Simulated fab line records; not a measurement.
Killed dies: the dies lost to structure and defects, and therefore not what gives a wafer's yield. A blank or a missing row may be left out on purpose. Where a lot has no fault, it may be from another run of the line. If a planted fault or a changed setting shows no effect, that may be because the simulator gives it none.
A struck lot beside a sound one + flow nandHarc + 18 out of 1159 route steps
Sound: wafers L975.1, L975.4, L975.6. The struck wafers were L976.1, L976.2, L976.6. Last of all comes the cause.
At each step with rows: each side's tool, then ch and its chambers, then its first start. Under that, the readings that differ: sound wafers + struck wafers + difference of the means + sigmas: that difference in standard deviations of wafers without a fault.
alike: a reading whose means differ by less than 2 such deviations, as well as words and numbers matching on both sides. not compared: withheld readings; readings where some wafer has no value; bounds like >300 that might hide an equal value; numbers whose values overlap and for which the record gives no deviation.
Wherever a step has rows on one side only, a row that says differs or no value, or a row with sigmas, the two part there. Numbers that don't overlap but have no deviation are shown without sigmas and don't part them. A reading that every wafer of one side lacks parts them only if that side has two wafers or more.

NHARC_P_GATE_CD_MEAS_46: the cd target is 720 nm.
  sound on cdSem-01 ch 0, day 6 02:37; struck on cdSem-01 ch 0, day 6 12:29
  alike: cdNm
then, 1 step without rows for these wafers: NHARC_P_GATE_HARDBAKE_47 (time 80 s).
NHARC_P_GATE_DESCUM_48: chemistry O2, time 3 s.
  sound on rieDiel-07 ch 0,3, day 6 02:46; struck on rieDiel-03 ch 2,3, day 6 12:40
  alike: drypumpMotorCurrentA, oesProductAu, rfVppV, showerheadPlenumPTorr, throttleValvePct
  not compared: rfHoursCounterH
next, for these wafers, 1 step has no rows: NHARC_P_GATE_IMPLANT_49.
NHARC_P_GATE_STRIP_111: strips in N2/H2, time 250 s.
  sound on plasmaAsher-01 ch 0,1, day 6 03:08; struck on plasmaAsher-01 ch 0,1, day 6 13:01
  alike: drypumpMotorCurrentA, heaterPowerW
  not compared: rfHoursCounterH
NHARC_P_GATE_STRIP_75: strips in O2.
  sound on plasmaAsher-01 ch 0,1, day 6 03:26; struck on plasmaAsher-01 ch 0,1, day 6 13:19
  alike: drypumpMotorCurrentA, heaterPowerW
  not compared: rfHoursCounterH
then, 6 steps without rows for these wafers: NHARC_P_GATE_STRIP_50 (strips in SPM, time 900 s); NHARC_P_GATE_DEHYDRATE_51 (time 120 s); NHARC_P_GATE_HMDS_52 (time 30 s); NHARC_P_GATE_COAT_53; NHARC_P_GATE_SOFTBAKE_54 (time 95 s); NHARC_P_GATE_EBR_55.
NHARC_P_GATE_EXPOSE_56: exposes mask P PSD, target cd 720 nm.
  sound on krfScanner-03 ch 0, day 6 04:05; struck on krfScanner-04 ch 0, day 6 13:58
| reading | sound                   | struck                           | difference | sigmas |
|---------|-------------------------|----------------------------------|------------|--------|
| mask    | P_PSD#0 P_PSD#0 P_PSD#0 | P_PSD_R1#0 P_PSD_R1#0 P_PSD_R1#0 | differs    |        |
  alike: focusOffsetNm
then, 2 steps without rows for these wafers: NHARC_P_GATE_PEB_57 (peb time 85 s); NHARC_P_GATE_DEVELOP_58 (time 70 s).
NHARC_P_GATE_CD_MEAS_59: the cd target is 720 nm.
  sound on cdSem-01 ch 0, day 6 04:14; struck on cdSem-02 ch 0, day 6 14:07
| reading   | sound             | struck            | difference | sigmas |
|-----------|-------------------|-------------------|------------|--------|
| cdNm (nm) | 718.5 720.0 719.1 | 707.8 709.1 710.1 | -10.2      | -5     |
then, 1 step without rows for these wafers: NHARC_P_GATE_HARDBAKE_60 (time 80 s).
-- jump in the record: it breaks off in module P_GATE and resumes in module END (first step shown: number 1159 of the route), and 14 days separate the struck wafers' starts before and after --
NHARC_END_SORT_01:
  the record has rows for the struck wafers here (prober-02 ch 0, day 20 07:35) and none for the sound ones

WHERE THEY PART
First at NHARC_P_GATE_EXPOSE_56; last, within this record, at NHARC_END_SORT_01.

WHY: what the simulator had put in
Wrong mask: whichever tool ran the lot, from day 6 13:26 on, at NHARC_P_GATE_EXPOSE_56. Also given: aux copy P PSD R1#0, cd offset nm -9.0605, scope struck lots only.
